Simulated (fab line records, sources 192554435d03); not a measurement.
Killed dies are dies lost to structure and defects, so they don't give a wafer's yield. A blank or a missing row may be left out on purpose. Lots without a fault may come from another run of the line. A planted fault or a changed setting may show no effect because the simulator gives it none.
fab line records | flow n5_finfet | part 2 of 2: steps 15 to 15 of 15
record lots=7 wafers=18 last_day=19
route steps=1938 shown MOL_CONTACT_COAG@567 PASSIVATION@1936
lots that met no fault: from a run of the same line without faults
start_h: hours from the record's first day to the start of the lot's first wafer shown | wait_h: hours since the lot's step before | " the same as in the row above | L1.1+2: a row that stands for several wafers | - no value, or no start given | * or withheld: withheld | < > ~ a bound
route shown NAME@n: a module of which the file shows steps, and the number in the route of the first | usual: mean/standard deviation of fault-free wafers | same: alike in all rows | chamber/n: place in a boat | sites: the reading at each site | _std_site: their standard deviation | _edge_site: outer sites' mean less inner sites' | radius_mm: how far each site lies from the wafer's centre | mask NAME#n: copy n | behind: the tool/chamber that last shaped the wafer | hold: why the lot was held/for how many hours/how that ended | device: the transistor (n, p or np) that didn't switch | end of line: the same wafers' tests at the end of the route | a step without rows: its recipe alone | killed: dies lost to structure and defects at the first sort, not the wafer's yield | map: a wafer's dies, x killed, . not, _ none there
set.NAME: the setting as run; set.NAME@STEP: as run at that earlier step | model.NAME: the simulator's own value behind a step, which no gauge read
lots at some steps of the route; a table a step, a row a wafer
services: from which hour (start_h, from the record's first day; less than 0 if before it) a tool's chamber was out of use, for how many hours, and why
## steps
# step N5_PASSIVATION_PROBE_49
# usual killed_at_M0_to_M3=35/12 killed_at_M4_up=13/5.8 killed_at_contacts=12/5.5 killed_at_front_end=36/9.9 killed_at_other=4/3.7 killed_dies=101/18 killed_on_rim=13/4.1 killed_open=66/13 killed_short=33/8
# same gross_dies=1180 killed_at_back_side=0
# columns lot.wafer tool chamber start_h wait_h killed_at_M0_to_M3 killed_at_M4_up killed_at_contacts killed_at_front_end killed_at_other killed_dies killed_on_rim killed_open killed_short
L825.1 prober-01 - 299.94 0.0 44 14 5 31 3 97 16 65 29
L825.3 prober-01 - 300.04 0.1 39 19 15 41 2 116 11 66 45
L825.5 prober-01 - 300.14 0.2 64 7 8 42 1 122 22 77 44
L832.2 prober-02 - 330.43 0.1 38 17 6 56 5 122 19 78 41
L832.6 prober-02 - 330.63 0.3 36 19 1066 57 2 1180 152 92 36
L833.1 prober-01 - 332.34 0.0 36 10 1067 60 7 1180 152 75 48
L833.5 prober-01 - 332.54 0.2 37 3 7 26 8 81 14 55 26
L831.3 prober-02 - 332.44 0.1 45 13 13 33 5 109 17 67 42
L831.4 prober-02 - 332.49 0.2 35 11 13 20 6 85 12 54 31
L831.5 prober-02 - 332.54 0.2 40 10 14 18 1 83 15 56 27
L835.1 prober-02 - 365.02 0.0 17 10 1109 40 4 1180 152 52 31
L835.6 prober-02 - 365.27 0.3 23 11 1102 40 4 1180 152 63 27
L846.3 prober-01 - 429.06 0.1 27 20 19 33 4 103 17 57 43
L846.4 prober-01 - 429.11 0.2 58 15 9 21 7 110 12 66 42
L846.6 prober-01 - 429.21 0.3 43 30 14 41 4 132 21 85 44
L847.1 prober-02 - 448.23 0.0 35 16 13 36 0 100 13 60 39
L847.2 prober-02 - 448.28 0.1 39 11 15 54 0 119 13 72 46
L847.6 prober-02 - 448.48 0.3 33 10 23 28 2 96 9 58 35
# killed by level:class
L825.1 BEOL_M0_SAQP:geometric_particle:open=13 BEOL_M2:geometric_particle:open=11 STI_FIN_REVEAL:geometric_particle:open=10 BEOL_M3:geometric_particle:open=9 BEOL_M4:geometric_particle:open=8 GATE_CUT:geometric_particle:short=5 BEOL_M0_SAQP:geometric_particle:short=5 MOL_CONTACT_COAG:geometric_particle:open=4
L825.3 FIN_SAQP:geometric_particle:short=11 BEOL_M2:geometric_particle:open=11 MOL_CONTACT_COAG:geometric_particle:open=10 BEOL_M3:geometric_particle:short=9 FIN_SAQP:geometric_particle:open=8 BEOL_M4:geometric_particle:open=8 BEOL_M0_SAQP:geometric_particle:short=6 MOL_CONTACT_COAG:geometric_particle:short=5
L825.5 FIN_SAQP:geometric_particle:open=17 BEOL_M3:geometric_particle:open=14 FIN_SAQP:geometric_particle:short=11 BEOL_M0_SAQP:geometric_particle:short=11 BEOL_M2:geometric_particle:open=8 MOL_CONTACT_COAG:geometric_particle:open=8 BEOL_M0_SAQP:geometric_particle:open=8 BEOL_M1:geometric_particle:short=8
L832.2 STI_FIN_REVEAL:geometric_particle:open=27 BEOL_M0_SAQP:geometric_particle:open=12 BEOL_M0_SAQP:geometric_particle:short=11 STI_FIN_REVEAL:geometric_particle:short=8 DUMMY_GATE:geometric_particle:open=5 MOL_CONTACT_COAG:geometric_particle:open=4 BEOL_M2:geometric_particle:open=4 BEOL_M3:geometric_particle:open=4
L832.6 MOL_CONTACT_COAG:area_ald=1048 STI_FIN_REVEAL:geometric_particle:open=18 MOL_CONTACT_COAG:geometric_particle:open=14 FIN_SAQP:geometric_particle:short=13 BEOL_M2:geometric_particle:open=12 BEOL_M4:geometric_particle:open=12 FIN_SAQP:geometric_particle:open=10 BEOL_M0_SAQP:geometric_particle:short=8
L833.1 MOL_CONTACT_COAG:area_ald=1057 STI_FIN_REVEAL:geometric_particle:open=20 BEOL_M0_SAQP:geometric_particle:short=16 FIN_SAQP:geometric_particle:open=13 BEOL_M3:geometric_particle:open=8 FIN_SAQP:geometric_particle:short=7 MOL_CONTACT_COAG:geometric_particle:open=6 DUMMY_GATE:geometric_particle:open=4
L831.3 BEOL_M2:geometric_particle:open=16 MOL_CONTACT_COAG:geometric_particle:open=11 BEOL_M0_SAQP:geometric_particle:short=8 BEOL_M0_SAQP:geometric_particle:open=8 GATE_CUT:geometric_particle:short=7 BEOL_M3:geometric_particle:open=7 FIN_SAQP:geometric_particle:short=6 BEOL_M4:geometric_particle:open=5
L831.4 MOL_CONTACT_COAG:geometric_particle:open=12 BEOL_M1:geometric_particle:open=8 BEOL_M2:geometric_particle:open=7 BEOL_M0_SAQP:geometric_particle:open=6 FIN_SAQP:geometric_particle:short=5 BEOL_M7:geometric_particle:open=5 BEOL_M1:geometric_particle:short=4 GATE_CUT:geometric_particle:short=3
L831.5 BEOL_M0_SAQP:geometric_particle:open=13 BEOL_M0_SAQP:geometric_particle:short=13 MOL_CONTACT_COAG:geometric_particle:open=11 BEOL_M3:geometric_particle:open=6 STI_FIN_REVEAL:geometric_particle:open=4 FIN_SAQP:geometric_particle:open=3 GATE_CUT:geometric_particle:open=3 MOL_CONTACT_COAG:geometric_particle:short=3
L833.5 BEOL_M0_SAQP:geometric_particle:open=15 BEOL_M0_SAQP:geometric_particle:short=9 MOL_CONTACT_COAG:geometric_particle:open=7 STI_FIN_REVEAL:geometric_particle:open=6 MIM_BOT:geometric_particle:open=5 GATE_CUT:geometric_particle:short=4 BEOL_M3:geometric_particle:short=3 STARTING-WAFER:geometric_particle:open=3
L835.1 MOL_CONTACT_COAG:area_ald=1097 MOL_CONTACT_COAG:geometric_particle:open=10 BEOL_M0_SAQP:geometric_particle:open=8 BEOL_M0_SAQP:geometric_particle:short=8 FIN_SAQP:geometric_particle:open=7 FIN_SAQP:geometric_particle:short=6 GATE_CUT:geometric_particle:open=6 GATE_CUT:geometric_particle:short=4
L835.6 MOL_CONTACT_COAG:area_ald=1089 FIN_SAQP:geometric_particle:open=10 MOL_CONTACT_COAG:geometric_particle:open=9 FIN_SAQP:geometric_particle:short=7 BEOL_M4:geometric_particle:open=6 BEOL_M0_SAQP:geometric_particle:open=5 BEOL_M0_SAQP:geometric_particle:short=5 DUMMY_GATE:geometric_particle:open=4
L846.3 MOL_CONTACT_COAG:geometric_particle:open=15 FIN_SAQP:geometric_particle:short=14 BEOL_M4:geometric_particle:open=11 BEOL_M2:geometric_particle:open=7 BEOL_M2:geometric_particle:short=6 BEOL_M0_SAQP:geometric_particle:short=4 FIN_SAQP:geometric_particle:open=4 STI_FIN_REVEAL:geometric_particle:open=4
L846.4 BEOL_M1:geometric_particle:open=15 BEOL_M0_SAQP:geometric_particle:short=13 BEOL_M0_SAQP:geometric_particle:open=10 BEOL_M2:geometric_particle:open=8 MOL_CONTACT_COAG:geometric_particle:open=6 STI_FIN_REVEAL:geometric_particle:open=5 FIN_SAQP:geometric_particle:short=3 GATE_CUT:geometric_particle:short=3
L846.6 MOL_CONTACT_COAG:geometric_particle:open=13 BEOL_M4:geometric_particle:open=13 BEOL_M0_SAQP:geometric_particle:short=12 BEOL_M2:geometric_particle:open=9 STI_FIN_REVEAL:geometric_particle:open=8 BEOL_M1:geometric_particle:open=8 FIN_SAQP:geometric_particle:open=7 FIN_SAQP:geometric_particle:short=7
L847.1 FIN_SAQP:geometric_particle:short=12 MOL_CONTACT_COAG:geometric_particle:open=10 BEOL_M0_SAQP:geometric_particle:open=10 FIN_SAQP:geometric_particle:open=6 GATE_CUT:geometric_particle:short=6 BEOL_M0_SAQP:geometric_particle:short=5 BEOL_M1:geometric_particle:open=5 BEOL_M1:geometric_particle:short=5
L847.2 STI_FIN_REVEAL:geometric_particle:open=17 BEOL_M0_SAQP:geometric_particle:short=15 MOL_CONTACT_COAG:geometric_particle:open=12 BEOL_M0_SAQP:geometric_particle:open=7 DUMMY_GATE:geometric_particle:open=6 FIN_SAQP:geometric_particle:short=5 STARTING-WAFER:geometric_particle:short=5 BEOL_M2:geometric_particle:open=5
L847.6 MOL_CONTACT_COAG:geometric_particle:open=17 BEOL_M0_SAQP:geometric_particle:short=10 MOL_CONTACT_COAG:geometric_particle:short=6 BEOL_M0_SAQP:geometric_particle:open=5 BEOL_M1:geometric_particle:open=5 BEOL_M3:geometric_particle:open=5 FIN_SAQP:geometric_particle:open=4 STI_FIN_REVEAL:geometric_particle:open=4
# map L832.6 (x killed, . not)
_________________xxxxxxxxxxxx________________
______________xxxxxxxxxxxxxxxxxx_____________
___________xxxxxxxxxxxxxxxxxxxxxxxx__________
__________xxxxxxxxxxxxxxxxxxxxxxxxxx_________
________xxxxxxxxxxxxxxxxxxxxxxxxxxxxxx_______
_______xxxxxxxxxxxxxxxxxxxxxxxxxxxxxxxx______
______xxxxxxxxxxxxxxxxxxxxxxxxxxxxxxxxxx_____
_____xxxxxxxxxxxxxxxxxxxxxxxxxxxxxxxxxxxx____
____xxxxxxxxxxxxxxxxxxxxxxxxxxxxxxxxxxxxxx___
___xxxxxxxxxxxxxxxxxxxxxxxxxxxxxxxxxxxxxxxx__
___xxxxxxxxxxxxxxxxxxxxxxxxxxxxxxxxxxxxxxxx__
__xxxxxxxxxxxxxxxxxxxxxxxxxxxxxxxxxxxxxxxxxx_
__xxxxxxxxxxxxxxxxxxxxxxxxxxxxxxxxxxxxxxxxxx_
_xxxxxxxxxxxxxxxxxxxxxxxxxxxxxxxxxxxxxxxxxxxx
_xxxxxxxxxxxxxxxxxxxxxxxxxxxxxxxxxxxxxxxxxxxx
_xxxxxxxxxxxxxxxxxxxxxxxxxxxxxxxxxxxxxxxxxxxx
_xxxxxxxxxxxxxxxxxxxxxxxxxxxxxxxxxxxxxxxxxxxx
_xxxxxxxxxxxxxxxxxxxxxxxxxxxxxxxxxxxxxxxxxxxx
_xxxxxxxxxxxxxxxxxxxxxxxxxxxxxxxxxxxxxxxxxxxx
_xxxxxxxxxxxxxxxxxxxxxxxxxxxxxxxxxxxxxxxxxxxx
_xxxxxxxxxxxxxxxxxxxxxxxxxxxxxxxxxxxxxxxxxxxx
__xxxxxxxxxxxxxxxxxxxxxxxxxxxxxxxxxxxxxxxxxx_
__xxxxxxxxxxxxxxxxxxxxxxxxxxxxxxxxxxxxxxxxxx_
___xxxxxxxxxxxxxxxxxxxxxxxxxxxxxxxxxxxxxxxx__
___xxxxxxxxxxxxxxxxxxxxxxxxxxxxxxxxxxxxxxxx__
____xxxxxxxxxxxxxxxxxxxxxxxxxxxxxxxxxxxxxx___
_____xxxxxxxxxxxxxxxxxxxxxxxxxxxxxxxxxxxx____
______xxxxxxxxxxxxxxxxxxxxxxxxxxxxxxxxxx_____
_______xxxxxxxxxxxxxxxxxxxxxxxxxxxxxxxx______
________xxxxxxxxxxxxxxxxxxxxxxxxxxxxxx_______
__________xxxxxxxxxxxxxxxxxxxxxxxxxx_________
___________xxxxxxxxxxxxxxxxxxxxxxxx__________
______________xxxxxxxxxxxxxxxxxx_____________
_________________xxxxxxxxxxxx________________
# map L833.1 (x killed, . not)
_________________xxxxxxxxxxxx________________
______________xxxxxxxxxxxxxxxxxx_____________
___________xxxxxxxxxxxxxxxxxxxxxxxx__________
__________xxxxxxxxxxxxxxxxxxxxxxxxxx_________
________xxxxxxxxxxxxxxxxxxxxxxxxxxxxxx_______
_______xxxxxxxxxxxxxxxxxxxxxxxxxxxxxxxx______
______xxxxxxxxxxxxxxxxxxxxxxxxxxxxxxxxxx_____
_____xxxxxxxxxxxxxxxxxxxxxxxxxxxxxxxxxxxx____
____xxxxxxxxxxxxxxxxxxxxxxxxxxxxxxxxxxxxxx___
___xxxxxxxxxxxxxxxxxxxxxxxxxxxxxxxxxxxxxxxx__
___xxxxxxxxxxxxxxxxxxxxxxxxxxxxxxxxxxxxxxxx__
__xxxxxxxxxxxxxxxxxxxxxxxxxxxxxxxxxxxxxxxxxx_
__xxxxxxxxxxxxxxxxxxxxxxxxxxxxxxxxxxxxxxxxxx_
_xxxxxxxxxxxxxxxxxxxxxxxxxxxxxxxxxxxxxxxxxxxx
_xxxxxxxxxxxxxxxxxxxxxxxxxxxxxxxxxxxxxxxxxxxx
_xxxxxxxxxxxxxxxxxxxxxxxxxxxxxxxxxxxxxxxxxxxx
_xxxxxxxxxxxxxxxxxxxxxxxxxxxxxxxxxxxxxxxxxxxx
_xxxxxxxxxxxxxxxxxxxxxxxxxxxxxxxxxxxxxxxxxxxx
_xxxxxxxxxxxxxxxxxxxxxxxxxxxxxxxxxxxxxxxxxxxx
_xxxxxxxxxxxxxxxxxxxxxxxxxxxxxxxxxxxxxxxxxxxx
_xxxxxxxxxxxxxxxxxxxxxxxxxxxxxxxxxxxxxxxxxxxx
__xxxxxxxxxxxxxxxxxxxxxxxxxxxxxxxxxxxxxxxxxx_
__xxxxxxxxxxxxxxxxxxxxxxxxxxxxxxxxxxxxxxxxxx_
___xxxxxxxxxxxxxxxxxxxxxxxxxxxxxxxxxxxxxxxx__
___xxxxxxxxxxxxxxxxxxxxxxxxxxxxxxxxxxxxxxxx__
____xxxxxxxxxxxxxxxxxxxxxxxxxxxxxxxxxxxxxx___
_____xxxxxxxxxxxxxxxxxxxxxxxxxxxxxxxxxxxx____
______xxxxxxxxxxxxxxxxxxxxxxxxxxxxxxxxxx_____
_______xxxxxxxxxxxxxxxxxxxxxxxxxxxxxxxx______
________xxxxxxxxxxxxxxxxxxxxxxxxxxxxxx_______
__________xxxxxxxxxxxxxxxxxxxxxxxxxx_________
___________xxxxxxxxxxxxxxxxxxxxxxxx__________
______________xxxxxxxxxxxxxxxxxx_____________
_________________xxxxxxxxxxxx________________
## services
# columns tool chamber start_h hours kind
rie_diel-01 2 84.59 4.7 repair
ald_sin-03 2 85.31 13.8 repair
ald_sin-02 - 85.84 14.0 pm
ald_sin-02 0 85.84 14.0 vent_cycle
ald_sin-02 1 85.84 14.0 vent_cycle
ald_sin-02 2 85.84 14.0 vent_cycle
ald_sin-02 3 85.84 14.0 vent_cycle
rie_diel-02 0 92.12 4.1 repair
rie_diel-06 3 93.50 2.2 repair
ald_sin-02 0 99.84 - clean
ald_sin-02 1 99.84 - clean
ald_sin-02 2 99.84 - clean
rie_diel-06 1 144.17 - clean
rie_diel-06 1 144.17 - consumable_replace:focus_ring
rie_diel-06 1 144.17 14.5 scheduled_down
rie_diel-06 1 144.17 14.5 vent_cycle
ald_sin-02 - 150.28 6.0 pm
rie_diel-02 2 173.19 5.9 repair
rie_diel-06 1 176.21 35.1 repair
ald_sin-02 2 176.22 2.9 repair
ald_sin-03 - 176.81 14.0 pm
rie_diel-02 - 182.74 0.5 repair
rie_diel-02 2 192.53 6.0 repair
rie_diel-06 2 229.79 1.7 repair
## key
first_sign step=N5_MOL_CONTACT_COAG_ALD_131 reading=ald_cycles direction=up sigmas=99+ usual=* struck=*
effect step=N5_PASSIVATION_PROBE_49 reading=killed_at_contacts direction=up sigmas=99+ usual=12 struck=1086
model_effect step=N5_MOL_CONTACT_COAG_ALD_131 value=SiO2_of_MOL_CONTACT_COAG_ALD_131.thk_nm without=5 struck=8.2
more_kills_born_at N5_MOL_CONTACT_COAG_ALD_131@ald_sin-01=4291
met_at N5_MOL_CONTACT_COAG_ALD_131
struck_wafers L832.6,L833.1,L835.1,L835.6
later_rows_left_out L832.6,L833.1,L835.1,L835.6
tester_left_out L832,L833,L835
onset_between 140.27 144.40
fault kind=process_parameter_drift tool=ald_sin-01 chamber=- onset_h=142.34 steps=N5_MOL_CONTACT_COAG_ALD_131 channel=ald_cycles offset=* shape=step end_h=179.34 scope=struck_wafers_only acts_in=* stated=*
# tester_left_out: of these lots the tester's yield and bins aren't shown, on N5 and GAA mostly nor the transistor test; their killed dies are dies lost to structure and defects alone, not to doping, threshold or leakage, so they don't give the yield
# later_rows_left_out: the simulator's readings of these wafers behind a module that went badly wrong aren't trusted and aren't shown, but for the sort
